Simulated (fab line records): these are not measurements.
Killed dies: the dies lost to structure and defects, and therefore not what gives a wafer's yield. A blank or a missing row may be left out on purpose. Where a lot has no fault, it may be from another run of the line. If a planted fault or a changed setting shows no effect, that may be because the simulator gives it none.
Which tool did it? -- flow nand harc -- 12 lots, 36 wafers sampled, at 4 steps of a route of 1302

WHAT THE GAUGES READ, wafer by wafer
NHARC_P_M1_THK_MEAS_24: measures by xrf.
lot,measured,on,thk nm (nm)
L075,day 6 19:55,film metro-01,158.4 159.7 161.3
L077,day 7 12:26,film metro-02,158.3 157.0 156.3
L079,day 8 18:08,film metro-01,157.9 158.5 159.2
L081,day 9 04:45,film metro-02,158.0 158.5 158.9
L083,day 10 06:01,film metro-01,156.3 158.7 157.1
L085,day 10 23:02,film metro-01,158.3 159.7 158.7
L087,day 11 15:53,film metro-02,156.9 154.0 156.8
L089,day 12 21:23,film metro-01,156.7 159.1 157.1
L091,day 13 09:07,film metro-01,153.4 159.1 155.1
L093,day 14 06:22,film metro-01,156.8 156.5 156.8
L095,day 14 23:34,film metro-02,156.7 157.2 156.5
L097,day 15 23:59,film metro-02,159.1 156.3 156.3

EACH LOT AND THE TOOL THAT RAN IT (in order: tool; ch and the chambers of the sampled wafers; start)
lot,NHARC_P_M0_DEGAS_28,NHARC_P_M0_PVD_21,NHARC_P_M1_STRIP_18
L075,"pvd sputter-03, day 6 14:22","pvd sputter-03, day 6 17:56 or earlier","rie diel-05 ch 1,2,3, day 6 17:56"
L077,"pvd sputter-03, day 7 06:59","pvd sputter-03, day 7 10:24 or earlier","rie diel-10 ch 0,2,3, day 7 10:24"
L079,"pvd sputter-03, day 8 12:35","pvd sputter-03, day 8 16:05 or earlier","rie diel-07 ch 0,1,2, day 8 16:05"
L081,"pvd sputter-02, day 8 23:17","pvd sputter-02, day 9 02:46 or earlier","rie diel-07 ch 0,2,3, day 9 02:46"
L083,"pvd sputter-01, day 10 00:12","pvd sputter-01, day 10 03:59 or earlier","rie diel-05 ch 0,2,3, day 10 03:59"
L085,"pvd sputter-03, day 10 17:16","pvd sputter-03, day 10 20:56 or earlier","rie diel-10 ch 0,1,3, day 10 20:56"
L087,"pvd sputter-01, day 11 10:01","pvd sputter-01, day 11 13:51 or earlier","rie diel-05 ch 0,2, day 11 13:51"
L089,"pvd sputter-01, day 12 15:52","pvd sputter-01, day 12 19:21 or earlier","rie diel-07 ch 1,2, day 12 19:21"
L091,"pvd sputter-01, day 13 03:11","pvd sputter-01, day 13 06:43 or earlier","rie diel-05 ch 0,2, day 13 06:43"
L093,"pvd sputter-03, day 14 00:50","pvd sputter-03, day 14 04:20 or earlier","rie diel-10 ch 1,3, day 14 04:20"
L095,"pvd sputter-02, day 14 17:58","pvd sputter-02, day 14 21:32 or earlier","rie diel-10 ch 0,1,2, day 14 21:32"
L097,"pvd sputter-02, day 15 18:19","pvd sputter-02, day 15 21:55 or earlier","rie diel-05 ch 0,2,3, day 15 21:55"
- NHARC_P_M0_DEGAS_28: time 60 s.
- NHARC_P_M0_PVD_21: deposits Cu, target thk 30 nm, time 20.49 s.
- NHARC_P_M1_STRIP_18: strips in N2/H2.

THE ANSWER, worked out from the rows above alone
Rule: the lots themselves supply what counts as usual. The widest of any qualifying gaps counts: lots, ordered by their means at a reading, are off when they make up no more than a third of the lots, leave a main group of 4 or more, and stand apart from it by 3 or more times the standard deviation of that group's means. Not used: any main group whose means are identical at the precision the tables above print for the reading. Also off: a lot with no number at a reading for which 4 or more lots have one. All remaining lots with rows at the step are treated as sound.
Across all readings shown, no lot is off: no conclusion can be drawn from this.

WHAT HAD BEEN PUT IN BY THE SIMULATOR
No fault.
